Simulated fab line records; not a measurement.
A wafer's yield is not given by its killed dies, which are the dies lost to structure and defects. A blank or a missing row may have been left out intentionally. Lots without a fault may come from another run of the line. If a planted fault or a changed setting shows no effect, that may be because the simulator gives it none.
fab line records	flow n5Finfet
record: lots: 7	wafers: 39
route steps=1938 shown FIN_SAQP@96 DUMMY_GATE@234 HKMG_FIN@451 MOL_CONTACT_COAG@616
startH: the number of hours between the record's first day and the start of the first shown wafer of the lot	waitH: hours elapsed since this lot's preceding step	" identical to the entry in the row above	L1.1+2: a single row standing in for several wafers	- no value present, or no start provided	* or withheld: withheld	< > ~ a bound
route shown NAME@n: names a module that has steps shown in the file, with the first one's number in the route	usual: mean and standard deviation over wafers with no fault	same: alike in all rows	chamber/n: place in a boat	sites: the reading at each site	_std_site: standard deviation of those values	_edge_site: the outer-site mean with the inner-site mean subtracted	radiusMm: for every site, how far away it sits from the centre of the wafer	mask NAME#n: copy n	behind: the most recent tool/chamber to have shaped the wafer	hold: what put the lot on hold/how long, in hours/how the hold closed	device: whichever transistor did not switch (one of n, p or np)	end of line: the route-end tests of the same wafers	for a step that has no rows: nothing shown but its recipe	killed: the dies lost at the first sort to structure and to defects; this is not the yield of the wafer	map: per-die view of a wafer (x killed, . not killed, _ where there is no die)
set.NAME: setting as actually run; set.NAME@STEP: the setting as run at that earlier step	model.NAME: the simulator's own value behind a step, which no gauge read
lots with deliberately changed settings; one table per step, one row per wafer
== steps ==
step: N5_FIN_SAQP_HM_DEP_03
recipe: material: SiNx	targetThkA: 380	tempC: 400	precursor: SiH4/NH3/N2	pressureTorr: 1.5	rfW: 300	timeS: 33.6
lot.wafer	tool	chamber	startH	waitH	set.timeS	model.SiNx_of_FIN_SAQP_HM_DEP_03.thkNm
L076.1	pecvd-03	2	32.27	0.2	33.6	36.99
L076.2	"	1	"	"	47.2	52.48
L076.3	"	0	"	"	33.6	36.92
L076.4	"	1	"	"	47.2	52.79
L076.5	"	2	"	"	47.2	53.12
L076.6	"	0	"	"	33.6	37.71
L077.1	pecvd-03	0	39.06	0.2	33.6	36.98
L077.2	"	2	"	"	33.6	37.73
L077.3	"	1	"	"	42.21	46.89
L077.4	"	0	"	"	42.21	47.73
L077.5	"	1	"	"	42.21	47.29
L077.6	"	2	"	"	33.6	37.96
L078.1	pecvd-01	0	47.66	0.2	33.6	38.25
L078.2	"	1	"	"	33.6	37.93
L078.3	"	1	"	"	33.6	38.97
L078.4	"	0	"	"	33.6	38.49
L078.5	"	1	"	"	33.6	38.53
L078.6	"	0	"	"	33.6	38.31
L086.1	pecvd-01	1	95.69	0.2	41.54	46.81
L086.2	"	2	"	"	33.6	37.96
L086.3	"	0	"	"	33.6	37.81
L086.4	"	2	"	"	41.54	47.41
L086.5	"	1	"	"	33.6	38.6
L086.6	"	0	"	"	41.54	47.68
L090.1	pecvd-03	2	119.82	0.2	17.87	20.53
L090.2	"	1	"	"	33.6	38.43
L090.3	"	0	"	"	33.6	39.08
L090.4	"	1	"	"	33.6	39.13
L090.5	"	0	"	"	17.87	20.92
L090.6	"	2	"	"	17.87	21.07
L092.1	pecvd-03	1	128.87	0.2	17.7	20
L092.2	"	0	"	"	33.6	38.21
L092.3	"	2	"	"	17.7	20.09
L092.4	"	2	"	"	17.7	20.64
L092.5	"	1	"	"	33.6	38.37
L092.6	"	0	"	"	33.6	38.65
L094.1	pecvd-03	1	155.51	0.2	33.6	37.73
L094.2	"	0	"	"	33.6	37.39
L094.6	"	1	"	"	33.6	38.07
step: N5_FIN_SAQP_THK_MEAS_05
usual: thkNm: 38.1/0.47
lot.wafer	tool	chamber	startH	waitH	set.timeS@FIN_SAQP_HM_DEP_03	thkNm
L076.1	filmMetro-01	-	32.35	0.1	33.6	37.0
L076.2	"	-	"	"	47.2	52.5
L076.3	"	-	"	"	33.6	37.0
L076.4	"	-	"	"	47.2	52.8
L076.5	"	-	"	"	47.2	53.1
L076.6	"	-	"	"	33.6	37.7
L077.1	filmMetro-02	-	39.15	0.1	33.6	37.0
L077.2	"	-	"	"	33.6	37.8
L077.3	"	-	"	"	42.21	46.9
L077.4	"	-	"	"	42.21	47.7
L077.5	"	-	"	"	42.21	47.3
L077.6	"	-	"	"	33.6	38.0
L078.1	filmMetro-02	-	47.78	0.1	33.6	38.2
L078.2	"	-	"	"	33.6	37.9
L078.3	"	-	"	"	33.6	38.9
L078.4	"	-	"	"	33.6	38.5
L078.5	"	-	"	"	33.6	38.5
L078.6	"	-	"	"	33.6	38.3
L086.1	filmMetro-01	-	95.78	0.1	41.54	46.8
L086.2	"	-	"	"	33.6	37.9
L086.3	"	-	"	"	33.6	37.8
L086.4	"	-	"	"	41.54	47.4
L086.5	"	-	"	"	33.6	38.7
L086.6	"	-	"	"	41.54	47.6
L090.1	filmMetro-01	-	119.91	0.1	17.87	20.5
L090.2	"	-	"	"	33.6	38.4
L090.3	"	-	"	"	33.6	39.1
L090.4	"	-	"	"	33.6	39.1
L090.5	"	-	"	"	17.87	20.9
L090.6	"	-	"	"	17.87	21.1
L092.1	filmMetro-02	-	128.96	0.1	17.7	20.0
L092.2	"	-	"	"	33.6	38.2
L092.3	"	-	"	"	17.7	20.1
L092.4	"	-	"	"	17.7	20.6
L092.5	"	-	"	"	33.6	38.4
L092.6	"	-	"	"	33.6	38.7
L094.1	filmMetro-01	-	155.60	0.1	33.6	37.7
L094.2	"	-	"	"	33.6	37.4
L094.6	"	-	"	"	33.6	38.0
step: N5_FIN_SAQP_PECVD_47
recipe: material: a-Si	targetThkA: 450	tempC: 400	precursor: SiH4/He	pressureTorr: 3	rfW: 100	timeS: 36.3
step: N5_FIN_SAQP_PECVD_48
recipe: material: SiNx	targetThkA: 250	tempC: 400	precursor: SiH4/NH3/N2	pressureTorr: 1.5	rfW: 300	timeS: 22.1
step: N5_FIN_SAQP_SPACER2_ALD_28
recipe: material: SiO2	targetThkA: 81	tempC: 300	aldPrecursorFamily: BDEAS	aldCoReactant: O2-plasma	pulseTimeS: 1	purgeTimeS: 2	coReactantPurgeTimeS: 2	pressureTorr: 2
step: N5_FIN_SAQP_SPACER2_ETCHBACK_29
recipe: chemistry: CHF3/O2	mode: anisotropicEtchback	target: SiO2	targetDepthA: 122	timeS: 6.1	pressureMtorr: 30	sourceW: 650	biasW: 170	Ar_flow_sccm: 200	CHF3_flow_sccm: 50	O2_flow_sccm: 5	ionEnergyEv: 200
step: N5_FIN_SAQP_MANDREL2_REMOVE_60
recipe: chemistry: HBr/Cl2/O2	btTimeS: 10	target: a-Si	stopOn: SiNx	endpoint: OES-SiCl	overEtchFrac: 1	icpW: 600	biasW: 22	HBr_flow_sccm: 150	Cl2_flow_sccm: 80	O2_flow_sccm: 5	pressureMtorr: 10
lot.wafer	tool	chamber	startH	waitH	set.timeS@FIN_SAQP_HM_DEP_03	model.SiNx_of_FIN_SAQP_HM_DEP_03.thkNm
L076.1	rieSi-02	3	36.70	0.1	33.6	36.4
L076.2	"	1	"	"	47.2	51.8
L076.3	"	2	"	"	33.6	36.2
L076.4	"	0	"	"	47.2	52.2
L076.5	"	3	"	"	47.2	52.4
L076.6	"	2	"	"	33.6	37
L077.1	rieSi-02	2	44.99	0.1	33.6	36.4
L077.2	"	1	"	"	33.6	37
L077.3	"	3	"	"	42.21	46.2
L077.4	"	0	"	"	42.21	47.2
L077.5	"	0	"	"	42.21	46.6
L077.6	"	3	"	"	33.6	37.4
L078.1+6	rieSi-01	0,1	52.14	0.1	33.6	37.6
L078.2	"	1	"	"	33.6	37.4
L078.3	"	3	"	"	33.6	38.4
L078.4	"	2	"	"	33.6	37.8
L078.5	"	0	"	"	33.6	38
L086.1	rieSi-02	0	101.35	0.1	41.54	46.2
L086.2	"	3	"	"	33.6	37.4
L086.3	"	2	"	"	33.6	37.2
L086.4	"	1	"	"	41.54	46.8
L086.5	"	2	"	"	33.6	38
L086.6	"	3	"	"	41.54	47
L090.1	rieSi-03	1	127.43	0.1	17.87	19.8
L090.2	"	2	"	"	33.6	37.8
L090.3+4	"	3,0	"	"	33.6	38.4
L090.5	"	0	"	"	17.87	20.2
L090.6	"	3	"	"	17.87	20.4
L092.1+3	rieSi-02	3,1	133.56	0.1	17.7	19.4
L092.2+5	"	0,2	"	"	33.6	37.6
L092.4	"	2	"	"	17.7	20
L092.6	"	1	"	"	33.6	38
L094.1	rieSi-02	1	161.53	0.1	33.6	37
L094.2	"	3	"	"	33.6	36.8
L094.6	"	1	"	"	33.6	37.4
step: N5_FIN_SAQP_HM_OPEN_33
recipe: chemistry: CH3F/O2	target: SiNx	maskMaterial: SiO2	targetDepthA: 494	timeS: 70.6	pressureMtorr: 30	sourceW: 395	biasW: 73	Ar_flow_sccm: 150	CH3F_flow_sccm: 30	O2_flow_sccm: 20	ionEnergyEv: 120	ends: cleared
usual: etchRfOnTimeS: 69.2/1.1
lot.wafer	tool	chamber	startH	waitH	set.timeS@FIN_SAQP_HM_DEP_03	etchRfOnTimeS	model.etch.depthNm
L076.1	rieDiel-05	3	36.97	0.2	33.6	67.2	36.35
L076.2	"	2	"	"	47.2	96.2	51.85
L076.3	"	0	"	"	33.6	66.7	36.3
L076.4	"	0	"	"	47.2	96.9	52.16
L076.5	"	3	"	"	47.2	96.4	52.49
L076.6	"	2	"	"	33.6	68.4	37.08
L077.1	rieDiel-04	1	45.15	0.1	33.6	68.6	36.35
L077.2	"	0	"	"	33.6	68.8	37.1
L077.3	"	2	"	"	42.21	85.3	46.27
L077.4	"	3	"	"	42.21	88.4	47.11
L077.5	"	0	"	"	42.21	86.5	46.67
L077.6	"	3	"	"	33.6	70.1	37.33
L078.1	rieDiel-02	1	52.31	0.0	33.6	69.6	37.62
L078.2	"	3	"	"	33.6	68.9	37.31
L078.3	"	2	"	"	33.6	70.6	38.34
L078.4	"	0	"	"	33.6	69.8	37.86
L078.5	"	0	"	"	33.6	69.6	37.9
L078.6	"	3	"	"	33.6	69.2	37.68
L086.1	rieDiel-05	1	101.51	0.0	41.54	84.7	46.18
L086.2	"	2	"	"	33.6	68.9	37.33
L086.3	"	0	"	"	33.6	68.6	37.18
L086.4	"	3	"	"	41.54	87.6	46.78
L086.5	"	3	"	"	33.6	70.2	37.97
L086.6	"	2	"	"	41.54	87.9	47.05
L090.1	rieDiel-05	3	127.59	0.0	17.87	36.8	19.89
L090.2	"	1	"	"	33.6	70.0	37.8
L090.3	"	0	"	"	33.6	71.0	38.46
L090.4	"	2	"	"	33.6	71.1	38.41
L090.5	"	0	"	"	17.87	37.5	20.2
L090.6	"	3	"	"	17.87	37.7	20.44
L092.1	rieDiel-02	2	133.72	0.0	17.7	35.7	19.37
L092.2	"	1	"	"	33.6	69.2	37.59
L092.3	"	0	"	"	17.7	35.8	19.37
L092.4	"	3	"	"	17.7	37.3	20
L092.5	"	1	"	"	33.6	69.1	37.64
L092.6	"	0	"	"	33.6	69.8	38.02
L094.1	rieDiel-05	2	161.69	0.0	33.6	68.8	37.1
L094.2	"	0	"	"	33.6	67.6	36.76
L094.6	"	1	"	"	33.6	68.1	37.34
step: N5_DUMMY_GATE_DESCUM_20
recipe: chemistry: O2	timeS: 6.2	sourcePowerW: 50	biasPowerW: 20	pressureMtorr: 20	rfFrequencyHz: 2.712e+07	tempC: 40	resist: CAR-EUV	o2FlowSccm: 225
lot.wafer	tool	chamber	startH	waitH	set.timeS	model.CAR-EUV_of_DUMMY_GATE_COAT_09.thkNm
L076.1	rieDiel-03	2	58.68	0.0	9.029	25
L076.2+6	"	1,0	"	"	6.2	26.4
L076.3	"	0	"	"	6.2	26.6
L076.4+5	"	3	"	"	9.029	25.2
L077.1+4	rieDiel-06	0,3	66.91	0.0	6.2	26.6
L077.2	"	2	"	"	6.2	26.4
L077.3+6	"	1,2	"	"	3.417	28
L077.5	"	1	"	"	3.417	27.8
L078.1+4	rieDiel-06	1,0	71.72	0.0	6.2	26.4
L078.2+3+6	"	2,3,2	"	"	9.494	24.8
L078.5	"	1	"	"	6.2	26.6
L086.1+2+3	rieDiel-03	0,1,2	121.28	0.0	2.547	28.4
L086.4	"	3	"	"	6.2	26.4
L086.5+6	"	3,2	"	"	6.2	26.6
L090.1+2+3+4+6	rieDiel-01	2,1,3,0,1	147.41	0.0	6.2	26.6
L090.5	"	2	"	"	6.2	26.4
L092.1	rieDiel-03	3	162.27	0.0	7.849	25.8
L092.2+4+6	"	1,2,1	"	"	6.2	26.6
L092.3+5	"	0	"	"	7.849	25.6
L094.1+2+6	rieDiel-06	0,1,1	186.58	0.0	6.2	26.4
step: N5_DUMMY_GATE_ETCH_29
recipe: chemistry: N2/H2	target: underlayer	targetDepthA: 130	ionEnergyEv: 200	pressureMtorr: 30	sourceW: 840	biasW: 150	n2FlowSccm: 200	h2FlowSccm: 200
lot.wafer	tool	chamber	startH	waitH	set.timeS@DUMMY_GATE_DESCUM_20	model.CAR-EUV_of_DUMMY_GATE_COAT_09.thkNm
L076.1+4	rieDiel-03	2,3	58.74	0.0	9.029	17.6
L076.2	"	1	"	"	6.2	18.8
L076.3+6	"	0	"	"	6.2	19
L076.5	"	3	"	"	9.029	17.4
L077.1	rieDiel-06	0	66.98	0.0	6.2	19
L077.2+4	"	2,3	"	"	6.2	18.8
L077.3	"	1	"	"	3.417	20.6
L077.5+6	"	1,2	"	"	3.417	20.4
L078.1	rieDiel-06	1	71.79	0.0	6.2	19
L078.2	"	2	"	"	9.494	17
L078.3+6	"	3,2	"	"	9.494	17.2
L078.4	"	0	"	"	6.2	18.8
L078.5	"	1	"	"	6.2	19.2
L086.1+3	rieDiel-03	0,2	121.34	0.0	2.547	20.8
L086.2	"	1	"	"	2.547	20.6
L086.4	"	3	"	"	6.2	18.8
L086.5	"	3	"	"	6.2	19
L086.6	"	2	"	"	6.2	19.2
L090.1	rieDiel-01	2	147.47	0.0	6.2	18.8
L090.2+4	"	1,0	"	"	6.2	19.2
L090.3+6	"	3,1	"	"	6.2	19
L090.5	"	2	"	"	6.2	18.6
L092.1+5	rieDiel-03	3,0	162.33	0.0	7.849	18.2
L092.2	"	1	"	"	6.2	18.8
L092.3	"	0	"	"	7.849	18
L092.4	"	2	"	"	6.2	19.2
L092.6	"	1	"	"	6.2	19
L094.1+6	rieDiel-06	0,1	186.64	0.0	6.2	19
L094.2	"	1	"	"	6.2	19.2
step: N5_DUMMY_GATE_ETCH_36
recipe: chemistry: CF4	target: SiARC	targetDepthA: 130	pressureMtorr: 40	sourceW: 545	biasW: 36	Ar_flow_sccm: 100	cf4FlowSccm: 100	ionEnergyEv: 80
lot.wafer	tool	chamber	startH	waitH	set.timeS@DUMMY_GATE_DESCUM_20	model.CAR-EUV_of_DUMMY_GATE_COAT_09.thkNm
L076.1	rieDiel-03	2	58.78	0.0	9.029	10.2
L076.2	"	1	"	"	6.2	11
L076.3+6	"	0	"	"	6.2	11.4
L076.4	"	3	"	"	9.029	10
L076.5	"	3	"	"	9.029	9.8
L077.1	rieDiel-06	0	67.02	0.0	6.2	11.4
L077.2+4	"	2,3	"	"	6.2	11.2
L077.3	"	1	"	"	3.417	13.2
L077.5	"	1	"	"	3.417	13
L077.6	"	2	"	"	3.417	12.6
L078.1	rieDiel-06	1	71.83	0.0	6.2	11.6
L078.2+3+6	"	2,3,2	"	"	9.494	9.4
L078.4	"	0	"	"	6.2	11.2
L078.5	"	1	"	"	6.2	11.8
L086.1+3	rieDiel-03	0,2	121.38	0.0	2.547	13.4
L086.2	"	1	"	"	2.547	13
L086.4	"	3	"	"	6.2	11.2
L086.5	"	3	"	"	6.2	11.4
L086.6	"	2	"	"	6.2	11.8
L090.1	rieDiel-01	2	147.51	0.0	6.2	11
L090.2+4	"	1,0	"	"	6.2	11.6
L090.3+6	"	3,1	"	"	6.2	11.4
L090.5	"	2	"	"	6.2	10.8
L092.1+3+5	rieDiel-03	3,0,0	162.37	0.0	7.849	10.6
L092.2+6	"	1	"	"	6.2	11.2
L092.4	"	2	"	"	6.2	11.6
L094.1	rieDiel-06	0	186.68	0.0	6.2	11.4
L094.2	"	1	"	"	6.2	11.8
L094.6	"	1	"	"	6.2	11.6
step: N5_HKMG_FIN_ETCH_67
recipe: chemistry: N2/H2	target: SOC	targetDepthA: 3889	stopOn: TiN	ionEnergyEv: 100	biasW: 61	pressureMtorr: 30	sourceW: 850	n2FlowSccm: 200	h2FlowSccm: 200
lot.wafer	tool	chamber	startH	waitH	set.targetDepthA	model.SOC_of_HKMG_FIN_COAT_66.thkNm
L076.1	rieDiel-05	0	88.22	-	3889	12.2
L076.2	"	2	"	"	3889	10.8
L076.3	"	1	"	"	3889	12.8
L076.4	"	3	"	"	3889	17
L076.5	"	2	"	"	3889	13.2
L076.6	"	1	"	"	3889	12.6
L077.1	rieDiel-02	0	98.91	-	3889	11.2
L077.2	"	3	"	"	2662	106.8
L077.3	"	1	"	"	2662	101.8
L077.4	"	2	"	"	3889	13.6
L077.5	"	0	"	"	2662	105.2
L077.6	"	3	"	"	3889	16.6
L078.1	rieDiel-02	2	102.21	-	3889	15.2
L078.2	"	0	"	"	3889	17.2
L078.3	"	1	"	"	1859	163.4
L078.4	"	3	"	"	1859	166
L078.5	"	3	"	"	3889	20.6
L078.6	"	0	"	"	1859	166.8
L086.1	rieDiel-04	1	167.09	-	2291	134.6
L086.2	"	0	"	"	3889	19.2
L086.3	"	2	"	"	2291	130.8
L086.4	"	3	"	"	3889	17.6
L086.5	"	3	"	"	2291	135.2
L086.6	"	0	"	"	3889	17.8
L090.1	rieDiel-02	2	180.31	-	1799	170
L090.2	"	0	"	"	1799	171.2
L090.3	"	3	"	"	3889	18.8
L090.4	"	1	"	"	1799	167.2
L090.5	"	0	"	"	3889	17.8
L090.6	"	1	"	"	3889	12.6
L092.1	rieDiel-02	2	194.82	-	3889	16.6
L092.2	"	1	"	"	3889	13.6
L092.3	"	0	"	"	3889	17.2
L092.4	"	3	"	"	3889	20
L092.5	"	2	"	"	3889	16
L092.6	"	1	"	"	3889	14.2
L094.1	rieDiel-02	3	220.67	-	3889	20.6
L094.2	"	2	"	"	3889	16.4
L094.6	"	3	"	"	3889	18.6
step: N5_MOL_CONTACT_COAG_ETCH_124
recipe: chemistry: CH3F/O2	target: SiNx	targetDepthA: 65	maskMaterial: SOC	stopOn: SiOC	overEtchFrac: 0.3	ionEnergyEv: 120	pressureMtorr: 30	sourceW: 395	biasW: 73	Ar_flow_sccm: 150	CH3F_flow_sccm: 30	O2_flow_sccm: 20	ends: endPoint
lot.wafer	tool	chamber	startH	waitH	set.targetDepthA	model.etch.depthNm	model.SOC_of_MOL_CONTACT_COAG_COAT_62.thkNm
L076.1	rieDiel-04	0	112.91	0.0	65	5.021	48.6
L076.2	"	3	"	"	65	5	48.6
L076.3	"	2	"	"	98.83	5.022	46.6
L076.4	"	1	"	"	98.83	4.996	47
L076.5	"	0	"	"	65	5.013	48.4
L076.6	"	1	"	"	98.83	5.006	46.8
L077.1	rieDiel-02	3	127.68	0.0	65	4.972	48.8
L077.2	"	0	"	"	48.09	4.817	49.2
L077.3	"	2	"	"	65	4.985	48.6
L077.4	"	1	"	"	48.09	4.793	49.4
L077.5	"	0	"	"	65	4.947	48.4
L077.6	"	3	"	"	48.09	4.742	49.4
L078.1	rieDiel-04	2	128.95	0.0	65	5	48.6
L078.2	"	0	"	"	65	5.032	48.2
L078.3	"	1	"	"	65	5.016	48.6
L078.4	"	3	"	"	65	5.009	48.6
L078.5	"	3	"	"	65	5.005	48.8
L078.6	"	0	"	"	65	5.007	48.4
L086.1	rieDiel-02	2	189.29	0.0	27.78	2.778	49.8
L086.2	"	0	"	"	65	4.984	48.2
L086.3	"	1	"	"	27.78	2.794	49.8
L086.4	"	3	"	"	65	4.972	48.4
L086.5	"	3	"	"	65	5.02	48.2
L086.6	"	0	"	"	27.78	2.772	50
L090.1	rieDiel-02	1	205.37	0.0	76	4.977	48
L090.2	"	2	"	"	76	5.018	48.2
L090.3	"	0	"	"	76	5.02	48.2
L090.4	"	3	"	"	65	5.012	48.8
L090.5	"	3	"	"	65	5.001	48.8
L090.6	"	0	"	"	65	5.005	48.6
L092.1	rieDiel-02	0	218.01	0.0	65	5.012	48.2
L092.2	"	3	"	"	65	4.977	48.6
L092.3	"	2	"	"	65	4.987	48.2
L092.4	"	0	"	"	65	5.001	48.4
L092.5	"	3	"	"	65	4.973	48.6
L092.6	"	2	"	"	65	5.017	48.2
L094.1	rieDiel-04	0	244.35	0.0	65	4.992	48.6
L094.2	"	2	"	"	65	4.968	48.6
L094.6	"	3	"	"	65	4.949	48.8
== key ==
split: step: N5_FIN_SAQP_HM_DEP_03	setting: timeS	stated: 33.6	by: wafer
response: step: N5_FIN_SAQP_HM_DEP_03	reading: model.SiNx_of_FIN_SAQP_HM_DEP_03.thkNm	change: +0.385	per: 1%	r: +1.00
response: step: N5_FIN_SAQP_THK_MEAS_05	reading: thkNm	change: *	per: 1%	r: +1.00
response: step: N5_FIN_SAQP_MANDREL2_REMOVE_60	reading: model.SiNx_of_FIN_SAQP_HM_DEP_03.thkNm	change: +0.384	per: 1%	r: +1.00
response: step: N5_FIN_SAQP_HM_OPEN_33	reading: etchRfOnTimeS	change: *	per: 1%	r: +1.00
response: step: N5_FIN_SAQP_HM_OPEN_33	reading: model.etch.depthNm	change: +0.385	per: 1%	r: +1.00
split: step: N5_DUMMY_GATE_DESCUM_20	setting: timeS	stated: 6.2	by: wafer
response: step: N5_DUMMY_GATE_DESCUM_20	reading: model.CAR-EUV_of_DUMMY_GATE_COAT_09.thkNm	change: -0.0313	per: 1%	r: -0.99
response: step: N5_DUMMY_GATE_ETCH_29	reading: model.CAR-EUV_of_DUMMY_GATE_COAT_09.thkNm	change: -0.0324	per: 1%	r: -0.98
response: step: N5_DUMMY_GATE_ETCH_36	reading: model.CAR-EUV_of_DUMMY_GATE_COAT_09.thkNm	change: -0.0335	per: 1%	r: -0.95
split: step: N5_HKMG_FIN_ETCH_67	setting: targetDepthA	stated: 3889	by: wafer
response: step: N5_HKMG_FIN_ETCH_67	reading: model.SOC_of_HKMG_FIN_COAT_66.thkNm	shape: bent	atLowest: 169.5	atStated: 15.93	atHighest: 15.93
split: step: N5_MOL_CONTACT_COAG_ETCH_124	setting: targetDepthA	stated: 65	by: wafer
response: step: N5_MOL_CONTACT_COAG_ETCH_124	reading: model.etch.depthNm	shape: bent	atLowest: 2.782	atStated: 4.995	atHighest: 5.008
response: step: N5_MOL_CONTACT_COAG_ETCH_124	reading: model.SOC_of_MOL_CONTACT_COAG_COAT_62.thkNm	change: -0.0304	per: 1%	r: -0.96
